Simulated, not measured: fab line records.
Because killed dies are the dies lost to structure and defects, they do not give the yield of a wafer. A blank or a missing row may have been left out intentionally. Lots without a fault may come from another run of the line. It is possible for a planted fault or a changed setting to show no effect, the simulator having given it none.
Which tool was responsible? || flow n5_finfet || 27 wafers from 9 lots sampled at 4 of the route's 1938 steps

WHAT THE GAUGES READ, wafer by wafer
N5_BEOL_M0_SAQP_CD_MEAS_40: the cd target is 30 nm.
{"lot": "L688", "measured": "day 5 19:12", "on": "cd_sem-03", "cd_nm (nm)": "30.26 30.38 30.03"}
{"lot": "L689", "measured": "day 6 02:16", "on": "cd_sem-02", "cd_nm (nm)": "29.79 29.86 29.66"}
{"lot": "L693", "measured": "day 7 05:29", "on": "cd_sem-01", "cd_nm (nm)": "29.95 29.83 29.98"}
{"lot": "L698", "measured": "day 8 08:47", "on": "cd_sem-01", "cd_nm (nm)": "29.51 30.41 30.37"}
{"lot": "L699", "measured": "day 8 19:13", "on": "cd_sem-01", "cd_nm (nm)": "19.73 30.13 30.07"}
{"lot": "L701", "measured": "day 9 03:21", "on": "cd_sem-03", "cd_nm (nm)": "29.88 30.27 30.53"}
{"lot": "L703", "measured": "day 9 13:50", "on": "cd_sem-02", "cd_nm (nm)": "19.20 30.29 29.80"}
{"lot": "L709", "measured": "day 11 01:10", "on": "cd_sem-02", "cd_nm (nm)": "29.90 30.07 30.43"}
{"lot": "L710", "measured": "day 11 09:20", "on": "cd_sem-02", "cd_nm (nm)": "30.24 29.94 30.08"}

WHAT TOOL EACH LOT RAN ON (gives the tool, then ch and the chambers of the sampled wafers, and finally the start)
{"lot": "L688", "N5_BEOL_M0_SAQP_SPACER1_ALD_98": "ald_sin-01 ch 0,1,2, day 5 15:17", "N5_BEOL_M0_SAQP_RECESS_109": "vapor_etch-02 ch 0,1, day 5 17:32", "N5_BEOL_M0_SAQP_EXPOSE_37": "euv_scanner-01 ch 0, day 5 19:04"}
{"lot": "L689", "N5_BEOL_M0_SAQP_SPACER1_ALD_98": "ald_sin-02 ch 0,2,3, day 5 23:06", "N5_BEOL_M0_SAQP_RECESS_109": "vapor_etch-02 ch 0,1, day 6 00:55", "N5_BEOL_M0_SAQP_EXPOSE_37": "euv_scanner-02 ch 0, day 6 02:08"}
{"lot": "L693", "N5_BEOL_M0_SAQP_SPACER1_ALD_98": "ald_sin-02 ch 0,2, day 7 02:32", "N5_BEOL_M0_SAQP_RECESS_109": "vapor_etch-02 ch 0,1, day 7 04:10", "N5_BEOL_M0_SAQP_EXPOSE_37": "euv_scanner-01 ch 0, day 7 05:22"}
{"lot": "L698", "N5_BEOL_M0_SAQP_SPACER1_ALD_98": "ald_sin-01 ch 0,2,3, day 8 05:58", "N5_BEOL_M0_SAQP_RECESS_109": "vapor_etch-02 ch 0,1, day 8 07:36", "N5_BEOL_M0_SAQP_EXPOSE_37": "euv_scanner-02 ch 0, day 8 08:40"}
{"lot": "L699", "N5_BEOL_M0_SAQP_SPACER1_ALD_98": "ald_sin-03 ch 2,3, day 8 16:13", "N5_BEOL_M0_SAQP_RECESS_109": "vapor_etch-02 ch 0,1, day 8 17:48", "N5_BEOL_M0_SAQP_EXPOSE_37": "euv_scanner-02 ch 0, day 8 19:05"}
{"lot": "L701", "N5_BEOL_M0_SAQP_SPACER1_ALD_98": "ald_sin-01 ch 1,3, day 9 00:31", "N5_BEOL_M0_SAQP_RECESS_109": "vapor_etch-01 ch 0,1, day 9 02:10", "N5_BEOL_M0_SAQP_EXPOSE_37": "euv_scanner-01 ch 0, day 9 03:13"}
{"lot": "L703", "N5_BEOL_M0_SAQP_SPACER1_ALD_98": "ald_sin-01 ch 2,3, day 9 10:56", "N5_BEOL_M0_SAQP_RECESS_109": "vapor_etch-02 ch 0,1, day 9 12:31", "N5_BEOL_M0_SAQP_EXPOSE_37": "euv_scanner-02 ch 0, day 9 13:43"}
{"lot": "L709", "N5_BEOL_M0_SAQP_SPACER1_ALD_98": "ald_sin-03 ch 0,3, day 10 22:05", "N5_BEOL_M0_SAQP_RECESS_109": "vapor_etch-02 ch 0,1, day 10 23:41", "N5_BEOL_M0_SAQP_EXPOSE_37": "euv_scanner-01 ch 0, day 11 01:02"}
{"lot": "L710", "N5_BEOL_M0_SAQP_SPACER1_ALD_98": "ald_sin-02 ch 0,1, day 11 06:09", "N5_BEOL_M0_SAQP_RECESS_109": "vapor_etch-02 ch 0,1, day 11 08:08", "N5_BEOL_M0_SAQP_EXPOSE_37": "euv_scanner-01 ch 0, day 11 09:13"}
- N5_BEOL_M0_SAQP_SPACER1_ALD_98: deposits SiO2, target thk 12.8 nm, pulse time 1 s, purge time 2 s.
- N5_BEOL_M0_SAQP_RECESS_109: chemistry HF/NH3, target SiO2, target depth 3 nm, afs cycles 1, sublimation time 60 s.
- N5_BEOL_M0_SAQP_EXPOSE_37: exposes mask M0 CUT1, target cd 30 nm.

THE ANSWER, worked out from the rows above alone
Rule: usual is defined by the lots themselves. The widest of any qualifying gaps counts: lots, ordered by their means at a reading, are off when they make up no more than a third of the lots, leave a main group of 4 or more, and stand apart from it by 3 or more times the standard deviation of that group's means. A main group whose means are all the same, to the digits that the tables above print for the reading, isn't used. Also off: a lot with no number at a reading for which 4 or more lots have one. Where the step has rows for the other lots, those lots are counted as sound.
Off: L699, L703, at N5_BEOL_M0_SAQP_CD_MEAS_40 (cd_nm). For the main group the mean is 30.07 nm and the standard deviation 0.15.
A tool fits if, at a process step before that reading, it ran every lot that is off, and no sound lot after the first of them. The gauges at N5_BEOL_M0_SAQP_CD_MEAS_40 are tried like those tools. One candidate fits, namely euv_scanner-02 at N5_BEOL_M0_SAQP_EXPOSE_37. A fault onset in the window from L698 (day 8 08:40, its last sound lot) to L699 (day 8 19:05, its first lot off) fits.

WHAT THE SIMULATOR PUT IN
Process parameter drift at N5_BEOL_M0_SAQP_EXPOSE_37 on euv_scanner-02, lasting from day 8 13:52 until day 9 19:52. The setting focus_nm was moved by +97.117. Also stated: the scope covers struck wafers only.
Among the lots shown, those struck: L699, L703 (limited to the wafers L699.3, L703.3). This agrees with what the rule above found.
